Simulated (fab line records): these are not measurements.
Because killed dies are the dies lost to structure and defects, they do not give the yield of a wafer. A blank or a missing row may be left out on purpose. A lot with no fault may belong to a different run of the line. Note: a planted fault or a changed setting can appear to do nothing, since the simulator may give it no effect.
Matching of chambers -- flow n5-finfet -- N5_BEOL_M0_SAQP_ETCH_49 on rie-diel-05 has 4 sister chambers
The step etches SiO2 in CF4/O2, target depth 37 nm. 33 wafers are shown with their chamber, then 12 later ones without.

== WAFERS, EACH WITH ITS CHAMBER ==
wafer,chamber,drypump-motor-current-A (A),showerhead-plenum-p-Torr (Torr),throttle-valve-pct (%)
L074.2,0,4.7,2.29,16.03
L074.3,1,5.9,2.34,15.95
L074.4,3,5.0,2.17,15.65
L076.3,2,5.5,2.14,15.88
L076.4,1,5.8,2.34,15.96
L076.5,1,5.9,2.34,15.94
L077.3,3,5.0,2.16,15.65
L077.4,0,4.7,2.28,16.04
L077.5,2,5.5,2.14,15.88
L080.2,2,5.5,2.14,15.89
L080.4,0,4.7,2.28,16.05
L080.6,2,5.5,2.14,15.89
L081.2,1,5.9,2.33,15.96
L081.3,3,4.9,2.16,15.66
L081.5,2,5.5,2.13,15.89
L082.1,1,5.9,2.33,15.98
L082.4,0,4.7,2.28,16.06
L082.6,0,4.7,2.28,16.06
L083.1,0,4.7,2.28,16.06
L083.2,3,5.0,2.16,15.69
L083.6,1,5.9,2.33,15.98
L088.3,3,5.0,2.16,15.71
L088.5,3,5.0,2.16,15.71
L088.6,0,4.7,2.28,16.09
L090.1,0,4.7,2.28,16.09
L090.2,1,5.9,2.33,15.99
L090.6,0,4.7,2.28,16.08
L092.1,1,5.9,2.33,15.99
L092.3,0,4.7,2.27,16.10
L092.6,2,5.5,2.13,15.92
L093.3,0,4.7,2.27,16.10
L093.5,2,5.5,2.13,15.92
L093.6,1,5.9,2.33,16.01

SIGNATURES, as means of the wafers listed above
reading,chamber 0,chamber 1,chamber 2,chamber 3,scatter within a chamber
drypump-motor-current-A,4.700,5.889,5.500,4.983,0.0244
showerhead-plenum-p-Torr,2.2791,2.3333,2.1357,2.1617,0.00507
throttle-valve-pct,16.0691,15.9733,15.8957,15.6783,0.0233
Rule: a wafer's distance from a chamber is the root of the sum, over the readings, of the square of ((its reading less the chamber's mean) divided by the reading's scatter). The wafer belongs to the nearest chamber; if the next one is less than 2 further off, it can't be placed. The scatter: the root of (the sum of the squares of (reading less its chamber's mean) over the shown wafers, divided by (wafers less chambers)).

== WAFERS WITH NO CHAMBER GIVEN ==
wafer,drypump-motor-current-A (A),showerhead-plenum-p-Torr (Torr),throttle-valve-pct (%)
L094.2,5.5,2.13,15.93
L094.3,5.9,2.33,16.02
L094.6,5.9,2.33,16.00
L095.1,5.5,2.13,15.93
L095.2,5.9,2.33,16.00
L095.3,5.0,2.15,15.72
L095.4,4.7,2.27,16.08
L095.5,4.7,2.27,16.10
L095.6,5.9,2.33,16.01
L096.1,5.9,2.32,16.02
L096.2,5.5,2.13,15.93
L096.4,4.7,2.27,16.12

== WHICH CHAMBER EACH WENT THROUGH ==
wafer,from the rows above,in truth
L094.2,2,2
L094.3,1,1
L094.6,1,1
L095.1,2,2
L095.2,1,1
L095.3,3,3
L095.4,0,0
L095.5,0,0
L095.6,1,1
L096.1,1,1
L096.2,2,2
L096.4,0,0
12 of 12 placed correctly. Number that these rows cannot place: 0. Wrongly placed: 0.
